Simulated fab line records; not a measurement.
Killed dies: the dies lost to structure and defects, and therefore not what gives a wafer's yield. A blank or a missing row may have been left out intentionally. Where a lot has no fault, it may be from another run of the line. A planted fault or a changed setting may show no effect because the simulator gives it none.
fab line records + flow n5Finfet
record
- lots=13
- wafers=37
- lastDay=17
route steps=1938 shown ZERO_LAYER@4 WELL_APT@30 PASSIVATION@1936
lots that met no fault: from a run of the same line without faults
startH: hours from the record's opening day to when the first of the lot's shown wafers began + waitH: hours elapsed since this lot's preceding step + " same as the row above + L1.1+2: a row that stands for several wafers + - no value, or no start was given + * or withheld: withheld + < > ~ a bound
route shown NAME@n: NAME is a module with steps in the file, n the number in the route of the first one + usual: mean and standard deviation over wafers with no fault + same: alike in all rows + chamber/n: place in a boat + sites: each site's reading + _std_site: standard deviation across them + _edge_site: mean of outer sites minus mean of inner sites + radiusMm: how far each site lies from the wafer's centre + mask NAME#n: copy n + behind: the most recent tool/chamber to have shaped the wafer + hold: why the lot went on hold/how many hours it stayed there/how the hold came to an end + device: which transistor (n, p or np) failed to switch + end of line: tests of these same wafers at the route's end + where a step has no rows: the recipe by itself + killed: the dies lost at the first sort to structure and to defects; this is not the yield of the wafer + map: the dies of a wafer, with x for killed, . for not killed, _ for no die there
set.NAME: the setting as run; set.NAME@STEP: as run at that earlier step + model.NAME: the simulator's own value behind a step, which no gauge read
route steps across a sampled set of lots; one table per step, one row per wafer
services: the hour from which a tool's chamber was out of use, counted from the record's first day as startH (under 0 if before that day), plus the number of hours and why
## steps
# step N5_ZERO_LAYER_PECVD_02
# recipe
- material=SiO2
- targetThkA=100
- tempC=400
- precursor=SiH4/N2O
- pressureTorr=0.75
- rfW=275
- timeS=6
# usual
- chamberPressureTorr=0.7501/0.0017
- heaterPowerW=759/85
- showerheadPlenumPTorr=8.07/0.15
| lot.wafer | tool     | chamber | startH | waitH | chamberPressureTorr | heaterPowerW | showerheadPlenumPTorr |
|-----------|----------|---------|--------|-------|---------------------|--------------|-----------------------|
| L388.2    | pecvd-02 | 2       | 12.30  | 0.0   | 0.7512              | 759          | 8.13                  |
| L388.4    | "        | 1       | "      | "     | 0.7469              | 582          | 8.03                  |
| L388.5    | "        | 0       | "      | "     | 0.7495              | 870          | 8.21                  |
| L389.1    | pecvd-01 | 1       | 18.28  | 0.0   | 0.7484              | 719          | 7.74                  |
| L389.3    | "        | 2       | "      | "     | 0.7492              | 787          | 8.00                  |
| L389.6    | "        | 0       | "      | "     | 0.7491              | 798          | 8.00                  |
| L393.1    | pecvd-04 | 2       | 42.29  | 0.0   | 0.7506              | 842          | 7.95                  |
| L393.4    | "        | 2       | "      | "     | 0.7514              | 856          | 7.98                  |
| L393.6    | "        | 2       | "      | "     | 0.7526              | 839          | 7.98                  |
| L395.2    | pecvd-02 | 1       | 54.29  | 0.0   | 0.7504              | 593          | 8.06                  |
| L395.3    | "        | 0       | "      | "     | 0.7504              | 724          | 8.22                  |
| L395.4    | "        | 1       | "      | "     | 0.7517              | 587          | 8.04                  |
| L396.1    | pecvd-02 | 1       | 60.29  | 0.0   | 0.7509              | 632          | 8.05                  |
| L396.2    | "        | 2       | "      | "     | 0.7484              | 754          | 8.10                  |
| L397.1    | pecvd-04 | 2       | 66.28  | 0.0   | 0.7488              | 954          | 7.95                  |
| L397.3    | "        | 1       | "      | "     | 0.7496              | 724          | 8.26                  |
| L397.6    | "        | 1       | "      | "     | 0.7499              | 741          | 8.28                  |
| L398.1    | pecvd-04 | 2       | 72.28  | 0.0   | 0.7496              | 877          | 7.98                  |
| L398.5    | "        | 1       | "      | "     | 0.7488              | 777          | 8.29                  |
| L398.6    | "        | 0       | "      | "     | 0.7468              | 827          | 8.27                  |
| L399.4    | pecvd-04 | 1       | 78.49  | 0.1   | 0.7498              | 733          | 8.27                  |
| L399.5    | "        | 0       | "      | "     | 0.7491              | 754          | 8.24                  |
| L399.6    | "        | 2       | "      | "     | 0.7511              | 900          | 7.98                  |
| L401.2    | pecvd-02 | 2       | 90.29  | 0.0   | 0.7523              | 713          | 8.11                  |
| L401.5    | "        | 0       | "      | "     | 0.7521              | 803          | 8.26                  |
| L401.6    | "        | 2       | "      | "     | 0.7518              | 711          | 8.11                  |
| L402.1    | pecvd-01 | 1       | 96.28  | 0.0   | 0.7500              | 679          | 7.72                  |
| L402.2    | "        | 0       | "      | "     | 0.7514              | 875          | 8.02                  |
| L402.6    | "        | 2       | "      | "     | 0.7522              | 726          | 7.99                  |
| L409.2    | pecvd-02 | 0       | 138.28 | 0.0   | 0.7507              | 879          | 8.21                  |
| L409.3    | "        | 1       | "      | "     | 0.7508              | 607          | 8.05                  |
| L409.5    | "        | 2       | "      | "     | 0.7510              | 781          | 8.12                  |
| L410.1    | pecvd-04 | 0       | 144.28 | 0.0   | 0.7509              | 763          | 8.25                  |
| L410.5    | "        | 0       | "      | "     | 0.7526              | 795          | 8.25                  |
| L411.2    | pecvd-02 | 2       | 150.49 | 0.1   | 0.7503              | 782          | 8.12                  |
| L411.3    | "        | 0       | "      | "     | 0.7489              | 862          | 8.21                  |
| L411.6    | "        | 2       | "      | "     | 0.7475              | 770          | 8.11                  |
# step N5_ZERO_LAYER_INSPECT_20
# recipe
- inspectInstrument=darkfield
- mode=postClean
# usual
- rawDefectCount=34/14
| lot.wafer | tool             | chamber | startH | waitH | rawDefectCount |
|-----------|------------------|---------|--------|-------|----------------|
| L388.2    | defectInspect-01 | -       | 13.42  | 0.0   | 18             |
| L388.4    | "                | -       | "      | "     | 17             |
| L388.5    | "                | -       | "      | "     | 14             |
| L389.1    | defectInspect-01 | -       | 19.58  | 0.0   | 14             |
| L389.3    | "                | -       | "      | "     | 24             |
| L389.6    | "                | -       | "      | "     | 25             |
| L393.1    | defectInspect-01 | -       | 43.41  | 0.0   | 43             |
| L393.4    | "                | -       | "      | "     | 56             |
| L393.6    | "                | -       | "      | "     | 30             |
| L395.2    | defectInspect-01 | -       | 55.44  | 0.0   | 39             |
| L395.3    | "                | -       | "      | "     | 43             |
| L395.4    | "                | -       | "      | "     | 18             |
| L396.1    | defectInspect-02 | -       | 61.37  | 0.0   | 14             |
| L396.2    | "                | -       | "      | "     | 16             |
| L397.1    | defectInspect-01 | -       | 67.73  | 0.0   | 38             |
| L397.3    | "                | -       | "      | "     | 44             |
| L397.6    | "                | -       | "      | "     | 42             |
| L398.1    | defectInspect-01 | -       | 73.38  | 0.0   | 30             |
| L398.5    | "                | -       | "      | "     | 25             |
| L398.6    | "                | -       | "      | "     | 38             |
| L399.4    | defectInspect-01 | -       | 79.69  | 0.0   | 33             |
| L399.5    | "                | -       | "      | "     | 31             |
| L399.6    | "                | -       | "      | "     | 3              |
| L401.2    | defectInspect-01 | -       | 91.28  | 0.0   | 25             |
| L401.5    | "                | -       | "      | "     | 43             |
| L401.6    | "                | -       | "      | "     | 16             |
| L402.1    | defectInspect-02 | -       | 97.38  | 0.0   | 51             |
| L402.2    | "                | -       | "      | "     | 30             |
| L402.6    | "                | -       | "      | "     | 32             |
| L409.2    | defectInspect-02 | -       | 139.25 | 0.0   | 46             |
| L409.3    | "                | -       | "      | "     | 22             |
| L409.5    | "                | -       | "      | "     | 38             |
| L410.1    | defectInspect-01 | -       | 145.26 | 0.0   | 48             |
| L410.5    | "                | -       | "      | "     | 41             |
| L411.2    | defectInspect-01 | -       | 151.68 | 0.0   | 41             |
| L411.3    | "                | -       | "      | "     | 29             |
| L411.6    | "                | -       | "      | "     | 26             |
# step N5_WELL_APT_INSPECT_10
# recipe
- mode=adi
- inspectInstrument=macro
# usual
- rawDefectCount=1.9/1.4
| lot.wafer | tool             | chamber | startH | waitH | rawDefectCount |
|-----------|------------------|---------|--------|-------|----------------|
| L388.2    | defectInspect-01 | -       | 13.79  | 0.0   | 2              |
| L388.4    | "                | -       | "      | "     | 3              |
| L388.5    | "                | -       | "      | "     | 2              |
| L389.1    | defectInspect-02 | -       | 19.94  | 0.0   | 3              |
| L389.3    | "                | -       | "      | "     | 3              |
| L389.6    | "                | -       | "      | "     | 2              |
| L393.1    | defectInspect-02 | -       | 43.77  | 0.0   | 1              |
| L393.4    | "                | -       | "      | "     | 2              |
| L393.6    | "                | -       | "      | "     | 1              |
| L395.2    | defectInspect-01 | -       | 55.79  | 0.0   | 1              |
| L395.3    | "                | -       | "      | "     | 1              |
| L395.4    | "                | -       | "      | "     | 0              |
| L396.1    | defectInspect-01 | -       | 61.73  | 0.0   | 4              |
| L396.2    | "                | -       | "      | "     | 1              |
| L397.1    | defectInspect-01 | -       | 68.22  | 0.0   | 1              |
| L397.3    | "                | -       | "      | "     | 3              |
| L397.6    | "                | -       | "      | "     | 3              |
| L398.1    | defectInspect-01 | -       | 73.86  | 0.0   | 1              |
| L398.5    | "                | -       | "      | "     | 3              |
| L398.6    | "                | -       | "      | "     | 0              |
| L399.4    | defectInspect-02 | -       | 80.05  | 0.0   | 6              |
| L399.5    | "                | -       | "      | "     | 1              |
| L399.6    | "                | -       | "      | "     | 1              |
| L401.2    | defectInspect-01 | -       | 91.76  | 0.0   | 5              |
| L401.5    | "                | -       | "      | "     | 2              |
| L401.6    | "                | -       | "      | "     | 4              |
| L402.1    | defectInspect-02 | -       | 97.86  | 0.0   | 0              |
| L402.2    | "                | -       | "      | "     | 0              |
| L402.6    | "                | -       | "      | "     | 0              |
| L409.2    | defectInspect-02 | -       | 139.61 | 0.0   | 4              |
| L409.3    | "                | -       | "      | "     | 0              |
| L409.5    | "                | -       | "      | "     | 2              |
| L410.1    | defectInspect-01 | -       | 145.88 | 0.3   | 3              |
| L410.5    | "                | -       | "      | "     | 1              |
| L411.2    | defectInspect-01 | -       | 152.04 | 0.0   | 5              |
| L411.3    | "                | -       | "      | "     | 0              |
| L411.6    | "                | -       | "      | "     | 4              |
# step N5_WELL_APT_IMPLANT_31
# recipe
- species=B
- energyKev=60
- doseCm2=1.5e+13
- tiltDeg=0
- rotationDeg=0
# usual
- beamEnergyKeV=59.997/0.02
- tiltDeg=-0.001/0.02
| lot.wafer | tool         | chamber | startH | waitH | beamEnergyKeV | tiltDeg |
|-----------|--------------|---------|--------|-------|---------------|---------|
| L388.2    | implanter-01 | 0       | 15.63  | 0.1   | 60.015        | -0.004  |
| L388.4    | "            | 0       | "      | "     | 60.006        | 0.011   |
| L388.5    | "            | 0       | "      | "     | 60.024        | 0.021   |
| L389.1    | implanter-02 | 0       | 21.79  | 0.1   | 60.034        | 0.030   |
| L389.3    | "            | 0       | "      | "     | 59.990        | 0.031   |
| L389.6    | "            | 0       | "      | "     | 60.040        | 0.010   |
| L393.1    | implanter-02 | 0       | 45.02  | 0.1   | 59.986        | -0.002  |
| L393.4    | "            | 0       | "      | "     | 59.968        | -0.005  |
| L393.6    | "            | 0       | "      | "     | 59.976        | -0.031  |
| L395.2    | implanter-02 | 0       | 57.82  | 0.1   | 59.981        | -0.041  |
| L395.3    | "            | 0       | "      | "     | 59.998        | -0.017  |
| L395.4    | "            | 0       | "      | "     | 60.008        | -0.007  |
| L396.1    | implanter-01 | 0       | 63.15  | 0.1   | 60.025        | -0.001  |
| L396.2    | "            | 0       | "      | "     | 59.996        | -0.009  |
| L397.1    | implanter-02 | 0       | 69.79  | 0.1   | 60.004        | -0.016  |
| L397.3    | "            | 0       | "      | "     | 59.997        | -0.009  |
| L397.6    | "            | 0       | "      | "     | 59.971        | -0.018  |
| L398.1    | implanter-02 | 0       | 75.15  | 0.1   | 59.995        | -0.004  |
| L398.5    | "            | 0       | "      | "     | 60.000        | 0.011   |
| L398.6    | "            | 0       | "      | "     | 59.965        | 0.021   |
| L399.4    | implanter-02 | 0       | 81.98  | 0.2   | 60.000        | -0.022  |
| L399.5    | "            | 0       | "      | "     | 60.003        | -0.024  |
| L399.6    | "            | 0       | "      | "     | 60.003        | -0.017  |
| L399.4    | implanter-02 | 0       | 82.36  | 0.3   | 59.995        | -0.004  |
| L399.5    | "            | 0       | "      | "     | 60.008        | 0.019   |
| L399.6    | "            | 0       | "      | "     | 60.001        | 0.009   |
| L401.2    | implanter-01 | 0       | 93.25  | 0.1   | 60.028        | 0.002   |
| L401.5    | "            | 0       | "      | "     | 60.006        | 0.042   |
| L401.6    | "            | 0       | "      | "     | 60.031        | 0.031   |
| L401.2    | implanter-01 | 0       | 93.63  | 0.3   | 60.020        | -0.008  |
| L401.5    | "            | 0       | "      | "     | 60.008        | -0.018  |
| L401.6    | "            | 0       | "      | "     | 60.036        | -0.014  |
| L402.1    | implanter-01 | 0       | 99.24  | 0.1   | 59.998        | -0.004  |
| L402.2    | "            | 0       | "      | "     | 59.998        | 0.029   |
| L402.6    | "            | 0       | "      | "     | 59.979        | 0.022   |
| L409.2    | implanter-01 | 0       | 141.83 | 0.1   | 59.984        | 0.029   |
| L409.3    | "            | 0       | "      | "     | 60.012        | -0.007  |
| L409.5    | "            | 0       | "      | "     | 60.022        | 0.007   |
| L410.1    | implanter-02 | 0       | 147.13 | 0.1   | 59.981        | -0.012  |
| L410.5    | "            | 0       | "      | "     | 60.020        | 0.014   |
| L411.2    | implanter-01 | 0       | 153.61 | 0.1   | 60.020        | -0.018  |
| L411.3    | "            | 0       | "      | "     | 60.016        | -0.005  |
| L411.6    | "            | 0       | "      | "     | 60.014        | 0.006   |
# step N5_PASSIVATION_PROBE_49
# usual
- killed_at_M0_to_M3=32/9.7
- killed_at_M4_up=14/5.3
- killedAtContacts=11/6
- killedAtFrontEnd=39/14
- killedAtOther=3.3/2.7
- killedDies=100/17
- killedOpen=66/13
- killedShort=32/7.4
# same
- grossDies=1180
- killedAtBackSide=0
| lot.wafer | tool      | chamber | startH | waitH | killed_at_M0_to_M3 | killed_at_M4_up | killedAtContacts | killedAtFrontEnd | killedAtOther | killedDies | killedOpen | killedShort |
|-----------|-----------|---------|--------|-------|--------------------|-----------------|------------------|------------------|---------------|------------|------------|-------------|
| L399.4    | prober-01 | -       | 354.23 | 0.2   | 31                 | 8               | 13               | 30               | 2             | 84         | 59         | 24          |
| L399.5    | prober-01 | -       | 354.28 | 0.2   | 35                 | 15              | 10               | 38               | 5             | 103        | 66         | 37          |
| L399.6    | prober-01 | -       | 354.33 | 0.3   | 37                 | 12              | 14               | 32               | 3             | 98         | 62         | 36          |
# killed by level:class
L399.4 MOL_CONTACT_COAG:geometricParticle:open=12 BEOL_M3:geometricParticle:open=9 STI_FIN_REVEAL:geometricParticle:open=6 FIN_SAQP:geometricParticle:short=5 BEOL_M0_SAQP:geometricParticle:short=5 BEOL_M0:geometricParticle:open=4 FIN_SAQP:geometricParticle:open=3 GATE_CUT:geometricParticle:short=3
L399.5 FIN_SAQP:geometricParticle:short=10 MOL_CONTACT_COAG:geometricParticle:open=10 BEOL_M4:geometricParticle:open=9 STI_FIN_REVEAL:geometricParticle:open=7 FIN_SAQP:geometricParticle:open=6 BEOL_M2:geometricParticle:open=6 BEOL_M3:geometricParticle:open=6 GATE_CUT:geometricParticle:short=5
L399.6 FIN_SAQP:geometricParticle:open=11 MOL_CONTACT_COAG:geometricParticle:open=11 BEOL_M0_SAQP:geometricParticle:short=9 FIN_SAQP:geometricParticle:short=7 BEOL_M2:geometricParticle:open=7 BEOL_M4:geometricParticle:open=7 BEOL_M1:geometricParticle:open=6 MOL_CONTACT_COAG:geometricParticle:short=3
## services
| tool         | chamber | startH | hours | kind                         |
|--------------|---------|--------|-------|------------------------------|
| pecvd-04     | 0       | -10.53 | 2.1   | scheduledDown                |
| pecvd-02     | 2       | 24.60  | 2.1   | scheduledDown                |
| pecvd-02     | 2       | 26.74  | -     | clean                        |
| pecvd-02     | 2       | 26.74  | -     | consumableReplace:showerhead |
| pecvd-02     | 2       | 26.74  | 29.0  | scheduledDown                |
| pecvd-02     | 2       | 26.74  | 29.0  | ventCycle                    |
| pecvd-04     | 1       | 26.76  | 5.5   | scheduledDown                |
| implanter-01 | -       | 29.19  | 3.5   | pm                           |
| pecvd-04     | 0       | 39.42  | 5.5   | scheduledDown                |
| pecvd-04     | 0       | 53.14  | 5.5   | scheduledDown                |
| pecvd-02     | 2       | 75.30  | 3.9   | repair                       |
| pecvd-02     | 0       | 80.11  | 2.1   | scheduledDown                |
| pecvd-04     | 2       | 85.16  | 2.1   | scheduledDown                |
| pecvd-01     | -       | 99.28  | 2.8   | pm                           |
| pecvd-01     | 2       | 135.18 | 6.6   | repair                       |
| pecvd-04     | -       | 150.90 | 5.4   | repair                       |
## key
firstSign
- step=N5_WELL_APT_IMPLANT_31
- reading=visit
- direction=added
effect none on later readings
metAt N5_WELL_APT_IMPLANT_31
struckLots L399,L401
testerLeftOut L399,L401
notActingAt N5_ZERO_LAYER_PECVD_02,N5_ZERO_LAYER_INSPECT_20,N5_WELL_APT_INSPECT_10
fault
- kind=repeatedStepWhole
- tool=implanter-01,implanter-02
- chamber=-
- onsetH=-
- steps=N5_WELL_APT_IMPLANT_31
- times=1
- scope=struckLotsOnly
# testerLeftOut: of these lots the tester's yield and bins aren't shown, on N5 and GAA mostly nor the transistor test; their killed dies are dies lost to structure and defects alone, not to doping, threshold or leakage, so they don't give the yield
